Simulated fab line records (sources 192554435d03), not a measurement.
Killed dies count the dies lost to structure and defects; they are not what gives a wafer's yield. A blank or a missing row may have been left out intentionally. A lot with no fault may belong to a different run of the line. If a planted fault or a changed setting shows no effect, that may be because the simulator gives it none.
A lot that was struck, set against a sound lot -- flow n5-finfet -- 36 steps out of a route of 1938
Sound: wafers L127.3, L127.5, L127.6. Wafers L115.1, L115.3 were the ones struck. The cause comes at the end.
At each step with rows: each side's tool, then ch and its chambers, then its first start. Under that, the readings that differ: sound wafers -- struck wafers -- difference of the means -- sigmas: that difference in standard deviations of wafers without a fault.
alike: readings whose means differ by less than 2 such deviations, and words and numbers that are the same on both sides. not compared: withheld readings, readings that some wafer has no value for, bounds like >300 that may hide the same value, and numbers for which the record gives no deviation and whose values overlap.
The two part at a step that has a row with sigmas, a row that says differs or no value, or rows on one side only. When numbers do not overlap yet have no deviation, they are printed without sigmas and do not part them. A reading that every wafer of one side lacks parts them only if that side has two wafers or more.

first, 9 steps without rows for these wafers: N5_STI_FIN_REVEAL_STRIP_35 (strips Si3N4 in H3PO4, target depth 4 nm, time 39 s); N5_STI_FIN_REVEAL_SRD_21 (time 30 s); N5_STI_FIN_REVEAL_OXIDATION_33 (chemistry O2 PLASMA REMOTE, time 20 s); N5_STI_FIN_REVEAL_CLEAN_19 (cleans in O3/DIW, time 120 s); N5_STI_FIN_REVEAL_SRD_23 (time 30 s); N5_STI_FIN_REVEAL_PRECLEAN_18 (cleans in SC2, time 45 s); N5_STI_FIN_REVEAL_SRD_28 (time 30 s); N5_DUMMY_GATE_PRECLEAN_00 (cleans in O3/DIW, time 60 s); N5_DUMMY_GATE_SRD_01 (time 30 s).
N5_DUMMY_GATE_ALD_02: deposits SiO2, target thk 2 nm, pulse time 1 s.
  sound on ald-sin-02 ch 0,1,3, day 7 07:43; struck on ald-sin-02 ch 0,2, day 4 08:37
reading,sound,struck,difference,sigmas
model.SiO2_of_DUMMY_GATE_ALD_02.thk-nm (nm),2 2 2,1.4 1.4,-0.6,
  alike: chamber-pressure-Torr, heater-power-w, precursor-pulse-height-rel
then, 24 steps without rows for these wafers: N5_DUMMY_GATE_CVD_03 (deposits a-Si from SiH4, target thk 150 nm, time 8042 s); N5_DUMMY_GATE_PRECLEAN_46 (cleans in DIW, time 89.5 s); N5_DUMMY_GATE_SRD_47 (dry time 32 s); N5_DUMMY_GATE_CMP_04 (polishes a-Si); N5_DUMMY_GATE_HM_DEP_06 (deposits SiNx from DCS/NH3, target thk 80 nm, time 5141 s); N5_DUMMY_GATE_PECVD_30 (deposits SiO2 from TEOS/O2, target thk 55 nm, time 10.8 s); N5_DUMMY_GATE_COAT_34 (time 60 s, resist thk 60 nm); N5_DUMMY_GATE_COAT_35 (time 60 s, resist thk 10 nm); N5_DUMMY_GATE_COAT_28 (time 60 s, resist thk 10 nm); N5_DUMMY_GATE_COAT_09 (resist thk 30 nm); N5_DUMMY_GATE_EBR_11; N5_DUMMY_GATE_SOFTBAKE_10 (time 60 s); N5_DUMMY_GATE_EXPOSE_12 (exposes mask GATE, target cd 25 nm); N5_DUMMY_GATE_PEB_13 (peb time 60 s); N5_DUMMY_GATE_DEVELOP_14 (develop time 30 s); N5_DUMMY_GATE_DESCUM_20 (chemistry O2, time 6.2 s); N5_DUMMY_GATE_ETCH_29 (etches underlayer in N2/H2, target depth 13 nm); N5_DUMMY_GATE_ETCH_36 (etches SiARC in CF4, target depth 13 nm); N5_DUMMY_GATE_ETCH_37 (etches SOC in N2/H2, target depth 60 nm, overetch 30 nm); N5_DUMMY_GATE_STRIP_38 (strips in N2/H2); N5_DUMMY_GATE_STRIP_39 (strips in N2/H2); N5_DUMMY_GATE_TRIM_49 (chemistry O2, time 29 s, target cd 14 nm); N5_DUMMY_GATE_STRIP_40 (strips in CF4); N5_DUMMY_GATE_ETCH_31 (etches SiO2 in C4F6/O2, target depth 82.5 nm, time 27.5 s).
N5_DUMMY_GATE_ETCH_44: etches poly-Si in HBr/O2, stops on SiO2, target depth 127.5 nm.
  sound on rie-si-05 ch 2,3, day 7 17:23; struck on rie-si-02 ch 0,3, day 4 19:43
reading,sound,struck,difference,sigmas
model.SiO2_of_DUMMY_GATE_ALD_02.thk-nm (nm),2 2 2,1.4 1.4,-0.6,
  alike: drypump-motor-current-A, oes-product-au, throttle-valve-pct
  not compared: rf-hours-counter-h
-- here the record skips 5 days between the struck wafers' starts before and after, leaving off in module DUMMY_GATE and picking up in module BEOL_M4 (first step shown: number 1111 of the route) --
N5_BEOL_M4_RC_MEAS_101:
  sound on prober-01 ch 0, day 12 21:13; struck on prober-01 ch 0, day 9 17:04
  alike: DIBL_N, DIBL_P, IOFF_N, IOFF_P, ION_N, ION_P, SS_N, SS_P, VT_N, VT_P

WHERE THEY PART
Nowhere in this record.

WHY: whatever the simulator had introduced
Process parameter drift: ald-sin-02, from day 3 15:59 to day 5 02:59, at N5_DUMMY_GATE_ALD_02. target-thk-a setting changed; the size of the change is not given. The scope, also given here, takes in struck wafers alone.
